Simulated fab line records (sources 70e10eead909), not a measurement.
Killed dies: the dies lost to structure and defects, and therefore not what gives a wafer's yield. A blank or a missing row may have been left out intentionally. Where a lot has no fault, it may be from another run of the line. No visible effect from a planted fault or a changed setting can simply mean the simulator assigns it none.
fab line records + flow nand-harc
record
- lots=6
- wafers=18
- last-day=31
route steps=1302 shown A_SLIT@944 A_SIN_REMOVE@947 A_WL_FILL@952 END@1302
lots that met no fault: taken from a fault-free run of the same line
start-h: start of the lot's first displayed wafer, in hours after the record's first day + wait-h: hours since the lot's step before + " as in the row above + L1.1+2: a row that stands for several wafers + - no value, or no start given + * or withheld: withheld + < > ~ a bound
route shown NAME@n: a module of which the file shows steps, and the number in the route of the first + usual: mean/standard deviation taken from wafers without a fault + same: alike in all rows + chamber/n: place in a boat + sites: readings site by site + _std_site: standard deviation of those values + _edge_site: inner sites' mean taken away from outer sites' mean + radius-mm: for every site, how far away it sits from the centre of the wafer + mask NAME#n: copy n + behind: the most recent tool/chamber to have shaped the wafer + hold: cause of the lot's hold/its duration in hours/its outcome + device: the n, p or np transistor that did not switch + end of line: the route-end tests of the same wafers + a step with no rows: only its recipe + killed: count of dies lost to structure and defects at first sort (not the wafer's yield) + map: the dies of a wafer, with x for killed, . for not killed, _ for no die there
set.NAME: the run value of the setting; set.NAME@STEP: its run value at that earlier step + model.NAME: the simulator's own value behind a step, which no gauge read
lots seen at some steps along the route; tables by step, rows by wafer
services: from which hour (start-h, from the record's first day; less than 0 if before it) a tool's chamber was out of use, for how many hours, and why
## steps
# step NHARC_A_SLIT_PRECLEAN_19
# recipe
- time-s=*
- temp-c=50
- bath-age-min=0
- chemistry=SC1
# step NHARC_A_SLIT_SRD_20
# step NHARC_A_SLIT_CD_MEAS_21
# usual
- cd-nm=289.4/0.95
| lot.wafer | tool      | chamber | start-h | wait-h | cd-nm |
|-----------|-----------|---------|---------|--------|-------|
| L932.3    | cd-sem-01 | -       | 479.65  | -      | 289.0 |
| L932.4    | "         | -       | "       | "      | 289.4 |
| L932.5    | "         | -       | "       | "      | 288.8 |
| L940.1    | cd-sem-01 | -       | 556.16  | -      | 287.1 |
| L940.3    | "         | -       | "       | "      | 287.7 |
| L940.5    | "         | -       | "       | "      | 288.0 |
| L939.1    | cd-sem-03 | -       | 564.63  | -      | 288.9 |
| L939.2    | "         | -       | "       | "      | 289.1 |
| L939.5    | "         | -       | "       | "      | 288.3 |
| L943.1    | cd-sem-02 | -       | 588.40  | -      | 290.2 |
| L943.2    | "         | -       | "       | "      | 289.9 |
| L943.4    | "         | -       | "       | "      | 292.0 |
| L944.1    | cd-sem-01 | -       | 610.24  | 0.1    | 289.8 |
| L944.2    | "         | -       | "       | "      | 289.7 |
| L944.6    | "         | -       | "       | "      | 290.2 |
| L945.2    | cd-sem-02 | -       | 614.20  | 0.1    | 290.2 |
| L945.4    | "         | -       | "       | "      | 290.3 |
| L945.6    | "         | -       | "       | "      | 290.3 |
# step NHARC_A_SIN_REMOVE_WET_00
# recipe
- temp-c=160
- time-s=15300
- chemistry=H3PO4
# step NHARC_A_SIN_REMOVE_PRECLEAN_01
# recipe
- time-s=*
- temp-c=50
- bath-age-min=0
- chemistry=SC1
# step NHARC_A_SIN_REMOVE_SRD_02
# step NHARC_A_SIN_REMOVE_INSPECT_04
# usual
- raw-defect-count=391/77
| lot.wafer | tool              | chamber | start-h | wait-h | raw-defect-count |
|-----------|-------------------|---------|---------|--------|------------------|
| L932.3    | defect-inspect-02 | -       | 485.43  | 0.0    | 388              |
| L932.4    | "                 | -       | "       | "      | 367              |
| L932.5    | "                 | -       | "       | "      | 325              |
| L940.1    | defect-inspect-02 | -       | 562.37  | 0.0    | 362              |
| L940.3    | "                 | -       | "       | "      | 370              |
| L940.5    | "                 | -       | "       | "      | 390              |
| L939.1    | defect-inspect-01 | -       | 571.20  | 0.0    | 398              |
| L939.2    | "                 | -       | "       | "      | 372              |
| L939.5    | "                 | -       | "       | "      | 429              |
| L943.1    | defect-inspect-01 | -       | 595.12  | 0.0    | 285              |
| L943.2    | "                 | -       | "       | "      | 350              |
| L943.4    | "                 | -       | "       | "      | 245              |
| L944.1    | defect-inspect-01 | -       | 616.87  | 0.0    | 468              |
| L944.2    | "                 | -       | "       | "      | 544              |
| L944.6    | "                 | -       | "       | "      | 356              |
| L945.2    | defect-inspect-02 | -       | 620.79  | 0.0    | 446              |
| L945.4    | "                 | -       | "       | "      | 479              |
| L945.6    | "                 | -       | "       | "      | 380              |
# step NHARC_A_WL_FILL_ALD_00
# recipe
- target-thk-a=30
- pulse-time-s=3
- ald-cycles=30
- temp-c=300
- material=Al2O3
# step NHARC_A_WL_FILL_RTA_01
# recipe
- temp-c=1000
- time-s=5
# step NHARC_A_WL_FILL_ALD_02
# recipe
- target-thk-a=20
- pulse-time-s=3
- ald-cycles=100
- temp-c=450
- material=TiN
# step NHARC_A_WL_FILL_CVD_03
# recipe
- target-thk-a=400
- temp-c=300
- pressure-torr=40
- wf6-flow-sccm=40
- h2-flow-sccm=1600
- ar-flow-sccm=1560
- time-s=279
- material=W
# usual
- heater-power-w=451/37
- mfc-ar-sccm=1560/5.3
- mfc-h2-sccm=1600/4.9
- mfc-wf6-sccm=40.00/0.13
- throttle-valve-pct=7.9/0.33
| lot.wafer | tool     | chamber | start-h | wait-h | heater-power-w | mfc-ar-sccm | mfc-h2-sccm | mfc-wf6-sccm | throttle-valve-pct |
|-----------|----------|---------|---------|--------|----------------|-------------|-------------|--------------|--------------------|
| L932.4    | cvd-w-02 | 1       | 487.79  | 0.2    | 501            | 1562        | 1597        | 40.02        | 7.6                |
| L932.3    | "        | 0       | "       | "      | 398            | 1559        | 1599        | 40.10        | 8.4                |
| L932.5    | "        | 1       | "       | "      | 501            | 1557        | 1603        | 40.23        | 7.8                |
| L940.1    | cvd-w-01 | 1       | 563.59  | 0.1    | 421            | 1561        | 1607        | 39.70        | 7.3                |
| L940.3    | "        | 0       | "       | "      | 454            | 1564        | 1604        | 39.88        | 8.4                |
| L940.5    | "        | 0       | "       | "      | 469            | 1560        | 1596        | 39.88        | 8.2                |
| L939.2    | cvd-w-02 | 1       | 573.61  | 0.1    | 484            | 1559        | 1597        | 39.98        | 7.5                |
| L939.1    | "        | 0       | "       | "      | 420            | 1569        | 1607        | 40.14        | 8.3                |
| L939.5    | "        | 1       | "       | "      | 501            | 1561        | 1587        | 39.99        | 7.8                |
| L943.1    | cvd-w-01 | 1       | 596.10  | 0.1    | 426            | 1549        | 1603        | 40.10        | 7.6                |
| L943.2    | "        | 0       | "       | "      | 477            | 1562        | 1601        | 39.80        | 8.2                |
| L943.4    | "        | 0       | "       | "      | 468            | 1564        | 1604        | 39.91        | 8.3                |
| L944.2    | cvd-w-02 | 0       | 618.02  | 0.1    | 412            | 1560        | 1602        | 40.10        | 8.6                |
| L944.1    | "        | 1       | "       | "      | 490            | 1557        | 1606        | 40.02        | 7.7                |
| L944.6    | "        | 1       | "       | "      | 506            | 1556        | 1607        | 40.07        | 7.5                |
| L945.2    | cvd-w-02 | 0       | 621.91  | 0.1    | 421            | 1562        | 1606        | 40.16        | 8.4                |
| L945.4    | "        | 0       | "       | "      | 407            | 1562        | 1599        | 39.98        | 8.3                |
| L945.6    | "        | 0       | "       | "      | 422            | 1558        | 1600        | 40.07        | 8.4                |
# step NHARC_A_WL_FILL_ETCHBACK_04
# recipe
- target-depth-a=600
- time-s=120
- chemistry=NF3
# step NHARC_A_WL_FILL_ETCHBACK_05
# recipe
- target-depth-a=220
- time-s=60
- temp-c=40
- chemistry=Cl2/BCl3
# usual
- drypump-motor-current-A=5.6/0.45
- oes-product-au=1.002/0.0086
| lot.wafer | tool         | chamber | start-h | wait-h | drypump-motor-current-A | oes-product-au | rf-hours-counter-h |
|-----------|--------------|---------|---------|--------|-------------------------|----------------|--------------------|
| L932.4    | rie-metal-03 | 0       | 488.32  | 0.1    | 4.8                     | 0.999          | -                  |
| L932.3    | "            | 1       | "       | "      | 5.9                     | 0.994          | -                  |
| L932.5    | "            | 0       | "       | "      | 4.8                     | 0.995          | -                  |
| L940.1    | rie-metal-03 | 1       | 564.15  | 0.2    | 5.9                     | 0.999          | 0.6                |
| L940.3    | "            | 0       | "       | "      | 4.8                     | 0.990          | -                  |
| L940.5    | "            | 1       | "       | "      | 5.9                     | 1.001          | -                  |
| L939.1    | rie-metal-01 | 0       | 574.22  | 0.2    | 5.6                     | 1.001          | 2.2                |
| L939.2    | "            | 1       | "       | "      | 5.4                     | 1.011          | 3.4                |
| L939.5    | "            | 1       | "       | "      | 5.4                     | 1.015          | -                  |
| L943.2    | rie-metal-02 | 1       | 596.71  | 0.2    | 6.2                     | 1.006          | 2.7                |
| L943.1    | "            | 0       | "       | "      | 5.7                     | 1.001          | 2.7                |
| L943.4    | "            | 1       | "       | "      | 6.1                     | 1.005          | -                  |
| L944.2    | rie-metal-02 | 1       | 618.63  | 0.2    | 6.2                     | 1.008          | 2.9                |
| L944.1    | "            | 0       | "       | "      | 5.7                     | 1.003          | 2.9                |
| L944.6    | "            | 0       | "       | "      | 5.8                     | 0.998          | -                  |
| L945.2    | rie-metal-03 | 1       | 622.52  | 0.2    | 5.9                     | 1.014          | 1.7                |
| L945.4    | "            | 1       | "       | "      | 5.9                     | 1.003          | -                  |
| L945.6    | "            | 0       | "       | "      | 4.8                     | 0.999          | -                  |
# step NHARC_A_WL_FILL_STRIP_27
# recipe
- power-w=1500
- temp-c=250
- time-s=20
- chemistry=N2/H2
# usual
- drypump-motor-current-A=5.6/0.38
- heater-power-w=346/11
| lot.wafer | tool            | chamber | start-h | wait-h | drypump-motor-current-A | heater-power-w | rf-hours-counter-h |
|-----------|-----------------|---------|---------|--------|-------------------------|----------------|--------------------|
| L932.4    | plasma-asher-02 | 0       | 488.55  | 0.2    | 5.8                     | 336            | -                  |
| L932.3    | "               | 1       | "       | "      | 6.1                     | 347            | -                  |
| L932.5    | "               | 1       | "       | "      | 6.0                     | 348            | -                  |
| L940.1    | plasma-asher-01 | 1       | 564.28  | 0.1    | 5.5                     | 327            | 7                  |
| L940.3    | "               | 0       | "       | "      | 5.0                     | 356            | -                  |
| L940.5    | "               | 0       | "       | "      | 5.0                     | 346            | -                  |
| L939.2    | plasma-asher-01 | 0       | 574.41  | 0.2    | 5.0                     | 348            | 9                  |
| L939.1    | "               | 1       | "       | "      | 5.5                     | 338            | 9                  |
| L939.5    | "               | 1       | "       | "      | 5.5                     | 338            | -                  |
| L943.1    | plasma-asher-01 | 0       | 596.85  | 0.1    | 5.0                     | 349            | 14                 |
| L943.2    | "               | 1       | "       | "      | 5.5                     | 338            | 14                 |
| L943.4    | "               | 0       | "       | "      | 5.1                     | 352            | -                  |
| L944.2    | plasma-asher-01 | 0       | 618.77  | 0.1    | 5.0                     | 359            | 17                 |
| L944.1    | "               | 1       | "       | "      | 5.5                     | 338            | 17                 |
| L944.6    | "               | 1       | "       | "      | 5.5                     | 331            | -                  |
| L945.2    | plasma-asher-02 | 0       | 622.68  | 0.1    | 5.8                     | 348            | 2                  |
| L945.4    | "               | 1       | "       | "      | 6.1                     | 352            | -                  |
| L945.6    | "               | 0       | "       | "      | 5.8                     | 347            | -                  |
# step NHARC_A_WL_FILL_STRIP_28
# recipe
- time-s=1200
- temp-c=72.5
- chemistry=post-etch-residue-remover
# step NHARC_A_WL_FILL_PRECLEAN_06
# recipe
- time-s=300
- chemistry=DIW
# step NHARC_A_WL_FILL_SRD_07
# step NHARC_A_WL_FILL_ANNEAL_08
# recipe
- temp-c=450
- time-s=1800
# step NHARC_A_WL_FILL_ALD_10
# recipe
- target-thk-a=500
- pulse-time-s=10
- ald-cycles=500
- temp-c=300
- material=SiO2
# step NHARC_A_WL_FILL_ETCHBACK_16
# recipe
- target-depth-a=1200
- time-s=24
- c4f8-flow-sccm=withheld
- o2-flow-sccm=8
- ar-flow-sccm=withheld
- rf-w=600
- bias-w=800
- chemistry=C4F8/O2/Ar
# usual
- oes-product-au=0.989/0.029
- rf-fwd-power-W=590/3.6
- rf-vpp-V=724/4.2
| lot.wafer | tool        | chamber | start-h | wait-h | oes-product-au | rf-fwd-power-W | rf-hours-counter-h | rf-vpp-V |
|-----------|-------------|---------|---------|--------|----------------|----------------|--------------------|----------|
| L932.3    | rie-diel-12 | 2       | -       | -      | 0.991          | 590            | 2.1                | 720      |
| L932.4    | "           | 3       | "       | "      | 1.012          | 595            | 2.3                | 720      |
| L932.5    | "           | 1       | "       | "      | 1.006          | 594            | -                  | 727      |
| L940.3    | rie-diel-11 | 1       | -       | -      | 1.026          | 592            | 6.9                | 726      |
| L940.1    | "           | 3       | "       | "      | 0.986          | 588            | 9.5                | 724      |
| L940.5    | "           | 2       | "       | "      | 1.003          | 586            | -                  | 728      |
| L939.1    | rie-diel-11 | 0       | -       | -      | 1.012          | 589            | 9.0                | 727      |
| L939.2    | "           | 3       | "       | "      | 0.988          | 590            | 9.8                | 724      |
| L939.5    | "           | 1       | "       | "      | 1.022          | 590            | -                  | 727      |
| L943.4    | rie-diel-05 | 3       | -       | -      | 1.002          | 592            | 0.3                | 717      |
| L943.1    | "           | 0       | "       | "      | 1.003          | 586            | 0.3                | 729      |
| L943.2    | "           | 1       | "       | "      | 0.991          | 584            | 0.3                | 723      |
| L945.2    | rie-diel-12 | 3       | -       | -      | 1.012          | 594            | 0                  | 719      |
| L945.4    | "           | 0       | "       | "      | 1.003          | 593            | 0                  | 724      |
| L945.6    | "           | 3       | "       | "      | 1.010          | 594            | -                  | 721      |
| L944.2    | rie-diel-11 | 1       | -       | -      | 1.014          | 591            | 0.9                | 726      |
| L944.1    | "           | 2       | "       | "      | 1.004          | 589            | 0.8                | 730      |
| L944.6    | "           | 1       | "       | "      | 1.018          | 590            | -                  | 728      |
# step NHARC_A_WL_FILL_STRIP_29
# recipe
- time-s=20
- o2-flow-sccm=500
- ar-flow-sccm=0
- bias-w=0
- chemistry=O2
# step NHARC_A_WL_FILL_ETCHBACK_17
# recipe
- target-depth-a=40
- time-s=26.7
- chemistry=Cl2/BCl3
# step NHARC_A_WL_FILL_PRECLEAN_18
# recipe
- time-s=30
- chemistry=dHF
# step NHARC_A_WL_FILL_SRD_21
# step NHARC_A_WL_FILL_CVD_23
# recipe
- target-thk-a=400
- temp-c=620
- pressure-mtorr=200
- time-s=800
- material=poly-Si
# step NHARC_A_WL_FILL_ETCHBACK_26
# recipe
- target-depth-a=520
- time-s=13.3
- hbr-flow-sccm=150
- rf-w=350
- icp-w=350
- bias-w=60
- chemistry=HBr
# step NHARC_A_WL_FILL_PRECLEAN_30
# recipe
- time-s=10
- chemistry=dHF
# step NHARC_A_WL_FILL_SRD_14
# step NHARC_A_WL_FILL_ALD_19
# recipe
- target-thk-a=20
- pulse-time-s=3
- ald-cycles=100
- temp-c=450
- material=TiN
# step NHARC_A_WL_FILL_CVD_20
# recipe
- target-thk-a=1000
- temp-c=400
- pressure-torr=40
- wf6-flow-sccm=40
- h2-flow-sccm=1600
- ar-flow-sccm=1560
- time-s=74
- material=W
# usual
- heater-power-w=806/60
- mfc-ar-sccm=1560/4.7
- mfc-h2-sccm=1599/4.9
- mfc-wf6-sccm=40.01/0.13
- throttle-valve-pct=7.90/0.26
| lot.wafer | tool     | chamber | start-h | wait-h | heater-power-w | mfc-ar-sccm | mfc-h2-sccm | mfc-wf6-sccm | throttle-valve-pct |
|-----------|----------|---------|---------|--------|----------------|-------------|-------------|--------------|--------------------|
| L932.4    | cvd-w-02 | 0       | -       | -      | 734            | 1559        | 1595        | 40.13        | 8.22               |
| L932.3    | "        | 1       | "       | "      | 876            | 1563        | 1598        | 40.05        | 7.54               |
| L932.5    | "        | 0       | "       | "      | 745            | 1557        | 1601        | 40.14        | 8.14               |
| L940.1    | cvd-w-02 | 1       | -       | -      | 904            | 1556        | 1600        | 39.89        | 7.60               |
| L940.3    | "        | 0       | "       | "      | 733            | 1552        | 1595        | 39.90        | 8.35               |
| L940.5    | "        | 0       | "       | "      | 759            | 1554        | 1596        | 39.91        | 8.31               |
| L939.2    | cvd-w-01 | 1       | -       | -      | 735            | 1565        | 1595        | 39.81        | 7.67               |
| L939.1    | "        | 0       | "       | "      | 835            | 1560        | 1601        | 40.14        | 7.95               |
| L939.5    | "        | 1       | "       | "      | 758            | 1559        | 1601        | 39.91        | 7.54               |
| L943.1    | cvd-w-02 | 0       | -       | -      | 748            | 1557        | 1598        | 40.02        | 8.21               |
| L943.2    | "        | 1       | "       | "      | 912            | 1566        | 1591        | 39.89        | 7.42               |
| L943.4    | "        | 1       | "       | "      | 909            | 1559        | 1599        | 40.09        | 7.84               |
| L945.2    | cvd-w-01 | 0       | -       | -      | 836            | 1559        | 1596        | 40.04        | 8.19               |
| L945.4    | "        | 1       | "       | "      | 758            | 1560        | 1600        | 39.81        | 7.79               |
| L945.6    | "        | 0       | "       | "      | 803            | 1555        | 1592        | 39.70        | 8.26               |
| L944.2    | cvd-w-01 | 1       | -       | -      | 754            | 1561        | 1590        | 39.83        | 7.79               |
| L944.1    | "        | 0       | "       | "      | 840            | 1569        | 1601        | 40.28        | 8.12               |
| L944.6    | "        | 0       | "       | "      | 849            | 1553        | 1593        | 40.27        | 8.23               |
# step NHARC_A_WL_FILL_CMP_12
# recipe
- t-overpolish-s=30
- target-thk-nm=100
# usual
- motor-current-A=12.4/1.1
- overpolish-run-s=30.000/0.0085
- pad-life-wafers=165/100
- slurry-flow-ml-min=150.0/0.52
- time-to-endpoint-s=19.1/2.8
| lot.wafer | tool   | chamber | start-h | wait-h | motor-current-A | overpolish-run-s | pad-life-wafers | slurry-flow-ml-min | time-to-endpoint-s |
|-----------|--------|---------|---------|--------|-----------------|------------------|-----------------|--------------------|--------------------|
| L932.4    | cmp-01 | 3       | 506.77  | 0.1    | 12.8            | 29.992           | 84              | 151.0              | 15.4               |
| L932.3    | "      | 0       | "       | "      | 13.1            | 30.001           | 85              | 149.5              | 12.5               |
| L932.5    | "      | 0       | "       | "      | 12.7            | 29.989           | -               | 150.5              | 12.7               |
| L940.3    | cmp-02 | 0       | 581.56  | 0.2    | 11.6            | 29.989           | 230             | 149.9              | 19.6               |
| L940.1    | "      | 1       | "       | "      | 13.3            | 29.997           | 231             | 148.9              | 15.5               |
| L940.5    | "      | 2       | "       | "      | 14.6            | 30.008           | -               | 150.1              | 16.3               |
| L939.1    | cmp-01 | 1       | 591.58  | 0.1    | 11.0            | 30.015           | 24              | 150.3              | 17.3               |
| L939.2    | "      | 3       | "       | "      | 13.3            | 29.983           | 26              | 150.9              | 18.4               |
| L939.5    | "      | 2       | "       | "      | 12.6            | 29.995           | -               | 149.4              | 16.3               |
| L943.4    | cmp-01 | 1       | 613.18  | 0.1    | 10.9            | 30.006           | 102             | 149.8              | 22.2               |
| L943.2    | "      | 2       | "       | "      | 12.0            | 29.998           | 103             | 150.8              | 19.4               |
| L943.1    | "      | 0       | "       | "      | 12.2            | 30.012           | 105             | 149.8              | 21.3               |
| L945.4    | cmp-01 | 1       | 639.23  | 0.1    | 11.7            | 30.000           | 193             | 149.3              | 21.4               |
| L945.2    | "      | 2       | "       | "      | 12.5            | 30.006           | 194             | 149.2              | 22.1               |
| L945.6    | "      | 1       | "       | "      | 10.9            | 29.988           | -               | 150.3              | 21.9               |
| L944.1    | cmp-03 | 0       | 639.37  | 0.2    | 11.5            | 29.996           | 337             | 149.7              | 22.3               |
| L944.2    | "      | 2       | "       | "      | 14.6            | 30.006           | 339             | 150.1              | 15.8               |
| L944.6    | "      | 0       | "       | "      | 11.7            | 30.002           | -               | 150.5              | 21.5               |
# step NHARC_A_WL_FILL_SRD_31
# step NHARC_A_WL_FILL_INSPECT_15
# usual
- raw-defect-count=485/120
| lot.wafer | tool              | chamber | start-h | wait-h | raw-defect-count |
|-----------|-------------------|---------|---------|--------|------------------|
| L932.3    | defect-inspect-01 | -       | 507.24  | 0.0    | 381              |
| L932.4    | "                 | -       | "       | "      | 565              |
| L932.5    | "                 | -       | "       | "      | 519              |
| L940.1    | defect-inspect-01 | -       | 582.02  | 0.0    | 500              |
| L940.3    | "                 | -       | "       | "      | 355              |
| L940.5    | "                 | -       | "       | "      | 368              |
| L939.1    | defect-inspect-01 | -       | 592.09  | 0.0    | 489              |
| L939.2    | "                 | -       | "       | "      | 409              |
| L939.5    | "                 | -       | "       | "      | 412              |
| L943.1    | defect-inspect-01 | -       | 613.66  | 0.0    | 440              |
| L943.2    | "                 | -       | "       | "      | 692              |
| L943.4    | "                 | -       | "       | "      | 674              |
| L945.2    | defect-inspect-02 | -       | 639.67  | 0.0    | 486              |
| L945.4    | "                 | -       | "       | "      | 534              |
| L945.6    | "                 | -       | "       | "      | 444              |
| L944.1    | defect-inspect-01 | -       | 639.83  | 0.0    | 441              |
| L944.2    | "                 | -       | "       | "      | 607              |
| L944.6    | "                 | -       | "       | "      | 484              |
# step NHARC_END_SORT_01
# recipe
- temp-c=25
# usual
- killed-at-array=54/21
- killed-at-other=1.0/1.2
- killed-at-periphery=3.6/2.6
- killed-dies=58/20
- killed-open=3.3/1.9
- killed-short=2.6/1.5
# same
- gross-dies=677
| lot.wafer | tool      | chamber | start-h | wait-h | killed-at-array | killed-at-other | killed-at-periphery | killed-dies | killed-open | killed-short |
|-----------|-----------|---------|---------|--------|-----------------|-----------------|---------------------|-------------|-------------|--------------|
| L945.2    | prober-02 | 0       | 722.82  | 2.8    | 472             | 1               | 5                   | 478         | 7           | 1            |
| L945.4    | prober-02 | 0       | 724.44  | 3.4    | 433             | 0               | 4                   | 437         | 5           | 4            |
| L945.6    | prober-02 | 0       | 726.06  | 4.1    | 423             | 2               | 3                   | 428         | 0           | 2            |
| L944.1    | prober-01 | 0       | 729.03  | 2.5    | 432             | 0               | 3                   | 435         | 3           | 1            |
| L944.2    | prober-01 | 0       | 729.82  | 2.8    | 422             | 0               | 9                   | 431         | 4           | 4            |
| L944.6    | prober-01 | 0       | 732.99  | 4.0    | 427             | 1               | 1                   | 429         | 1           | 3            |
# killed by level:class
L945.2 A_WL_FILL:area-cvd=405 A_SLIT:chamber-film-flake=35 A_CHANNEL_HOLE_D2:chamber-film-flake=15 A_BLC:chamber-film-flake=5 A_WL_FILL:geometric-particle:open=2 A_M0:geometric-particle:open=2 A_ZERO_WELL:chamber-film-flake=2 A_CONTACT:chamber-film-flake=2
L945.4 A_WL_FILL:area-cvd=375 A_SLIT:chamber-film-flake=20 A_CHANNEL_HOLE_D2:chamber-film-flake=13 A_CHANNEL_HOLE_D1:chamber-film-flake=7 A_CONTACT:chamber-film-flake=4 A_WL_FILL:chamber-film-flake=3 A_BLC:chamber-film-flake=3 A_ONON_D2:geometric-particle:open=2
L945.6 A_WL_FILL:area-cvd=368 A_SLIT:chamber-film-flake=19 A_CHANNEL_HOLE_D2:chamber-film-flake=15 A_CHANNEL_HOLE_D1:chamber-film-flake=8 A_WL_FILL:chamber-film-flake=5 A_CONTACT:chamber-film-flake=5 A_BLC:chamber-film-flake=2 THIN_TSV:chamber-film-flake=2
L944.1 A_WL_FILL:area-cvd=364 A_CHANNEL_HOLE_D1:chamber-film-flake=29 A_SLIT:chamber-film-flake=25 A_CONTACT:chamber-film-flake=6 A_CHANNEL_HOLE_D2:chamber-film-flake=3 P_CONTACT:chamber-film-flake=2 A_ONON_D1:geometric-particle:open=1 A_CHANNEL_FILL_D1:geometric-particle:open=1
L944.2 A_WL_FILL:area-cvd=342 A_CHANNEL_HOLE_D1:chamber-film-flake=32 A_SLIT:chamber-film-flake=20 A_CHANNEL_HOLE_D2:chamber-film-flake=8 A_CONTACT:chamber-film-flake=6 P_BONDPAD:chamber-film-flake=5 A_CHANNEL_FILL_D1:chamber-film-flake=4 A_CHANNEL_FILL_D1:geometric-particle:short=2
L944.6 A_WL_FILL:area-cvd=369 A_CHANNEL_HOLE_D1:chamber-film-flake=24 A_SLIT:chamber-film-flake=17 A_CHANNEL_HOLE_D2:chamber-film-flake=5 A_CONTACT:chamber-film-flake=5 A_CHANNEL_FILL_D1:chamber-film-flake=3 A_CHANNEL_FILL_D2:geometric-particle:short=2 P_CONTACT:geometric-particle:short=1
# map L944.1 (x killed, . not)
____________x____________
_________xxxxxxx_________
_______xxxxxxxxxxx_______
______xxxxxxxxxxxxx______
_____xxxxxxxxxxxxxxx_____
____xxxxxxxxxxx.xxxxx____
____xxxxxxx.xx.xxxxxx____
___xxxxxxx...x..xxxxxx___
___xxxxxx.......xxxxxx___
__xxxxxx............xxx__
__xxxxxxx...x.......xxx__
_xxxxxxxx..........xxxxx_
_xxxxx.x............xxxx_
_xxxxxxx............xxxx_
_xxxxxx...x.x.......xxxx_
_xxxxx.........x....xxxx_
xxxxxxx.............xxxxx
xxxxxxx.............x.xxx
xxxxxx...............xxxx
xxxxxx..............xxxxx
xxxxxx...............xxxx
_xxxx.x.............xxxx_
_xxxxx.x............xxxx_
_xxxxxx............xxxxx_
_xxxxxxx...........xxxxx_
_xxxxxxx.x........xxxxxx_
__xxxxxxx......xxx.xxxx__
__xxxxxxxx.......xxxxxx__
___xxxxxxxxxx.x.xxxxxx___
___xxxxxxxxxxxxxxxxxxx___
____xxxxxxxxxxxxxxxxx____
____xxxxxxxxxxxxxxxxx____
_____xxxxxxxxxxxxxxx_____
______xxxxxxxxxxxxx______
_______xxxxxxxxxxx_______
_________xxxxxxx_________
____________x____________
# map L945.2 (x killed, . not)
____________x____________
_________xxxxxxx_________
_______xxxxxxxxxxx_______
______xxxxxxxxxxxxx______
_____xxxxxxxxxxxxxxx_____
____xxxxxxxxxxxxxxxxx____
____xxxxxxxxxxxxxxxxx____
___xxxxxxxxxxxxxxxxxxx___
___xxxxxx.xxx.xxxx.xxx___
__xxxxxxx.x..x.xxxxxxxx__
__xxxxxxxx......xxxxxxx__
_xxxxxx.x.........xxxxxx_
_xxxxxx.........x.xxxxxx_
_xxxxxxx..........xxxxxx_
_xxxxx.x....x...x..xxxxx_
_xxxxx.............xxxxx_
xxxxxx............xxxxxxx
xxxxx..............xxxxxx
xxxxxx............x..xxxx
xxxxx.x..............xxxx
xxxxxxx.............xxxxx
_xxxxxx.x..........xxxxx_
_xxxxxxx..x........xxxxx_
_xxxxx.x.........xxx.xxx_
_xxxxx.x.x........xxxxxx_
_xxxxxxxxx.x.....xxxxxxx_
__xxxxxxx.xx......xxxxx__
__xxxxxxxxx.....xxxxxxx__
___xxxxxxx..xx.x.xxxxx___
___xxxxxxxxxxxxxxxxxxx___
____xxxxxxxxxx.xxxxxx____
____xxxxxxxxxxxxxxxxx____
_____xxxxxxxxxxxxxxx_____
______xxxxxxxxxxxxx______
_______xxxxxxxxxxx_______
_________xxxxxxx_________
____________x____________
## services
| tool            | chamber | start-h | hours | kind   |
|-----------------|---------|---------|-------|--------|
| rie-diel-12     | 0       | 468.96  | 2.5   | repair |
| cmp-01          | -       | 479.50  | 4.0   | pm     |
| rie-diel-11     | 0       | 480.55  | 16.4  | repair |
| rie-diel-05     | 2       | 493.26  | 2.4   | repair |
| rie-diel-05     | 0       | 500.85  | 3.4   | repair |
| rie-diel-11     | 2       | 510.90  | 33.5  | repair |
| cmp-02          | -       | 518.80  | 2.3   | repair |
| rie-metal-03    | -       | 519.00  | 9.0   | pm     |
| plasma-asher-01 | -       | 519.04  | 9.0   | pm     |
| rie-metal-03    | 1       | 531.61  | 3.8   | repair |
| plasma-asher-02 | -       | 544.65  | 2.8   | repair |
| cvd-w-01        | -       | 547.42  | 13.0  | pm     |
| rie-diel-11     | -       | 561.31  | 2.3   | repair |
| rie-diel-12     | 1       | 562.58  | 2.1   | repair |
| cmp-01          | -       | 577.50  | 4.0   | pm     |
| cvd-w-02        | -       | 579.30  | 0.6   | repair |
| rie-metal-03    | -       | 595.99  | 0.7   | repair |
| plasma-asher-02 | -       | 603.00  | 9.0   | pm     |
| rie-diel-11     | -       | 609.50  | 9.0   | pm     |
| rie-diel-11     | 1       | 621.19  | 2.3   | repair |
| rie-diel-12     | -       | 622.40  | 9.0   | pm     |
| plasma-asher-01 | -       | 629.10  | 0.8   | repair |
| cvd-w-02        | -       | 631.00  | 13.0  | pm     |
| rie-metal-02    | -       | 631.00  | 9.0   | pm     |
## key
first-sign
- step=NHARC_END_SORT_01
- reading=killed-dies
- direction=up
- sigmas=19
- usual=58
- struck=440
effect
- step=NHARC_END_SORT_01
- reading=killed-at-array
- direction=up
- sigmas=19
- usual=54
- struck=435
more-kills-born-at
- NHARC_A_WL_FILL_CVD_03@cvd-w-02=2223
met-at NHARC_A_WL_FILL_CVD_03
struck-wafers L944.1,L944.2,L944.6,L945.2,L945.4,L945.6
later-rows-left-out L944.1,L944.2,L944.6,L945.2,L945.4,L945.6
tester-left-out L944,L945
onset-between 573.61 618.02
also-fits time
fault
- kind=process-parameter-drift
- tool=cvd-w-02
- chamber=-
- onset-h=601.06
- steps=NHARC_A_WL_FILL_CVD_03
- channel=target-thk-a
- offset=*
- shape=step
- end-h=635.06
- acts-in=*
- stated=*
# tester-left-out: of these lots the tester's yield and bins aren't shown, on N5 and GAA mostly nor the transistor test; their killed dies are dies lost to structure and defects alone, not to doping, threshold or leakage, so they don't give the yield
# later-rows-left-out: the simulator's readings of these wafers behind a module that went badly wrong aren't trusted and aren't shown, but for the sort
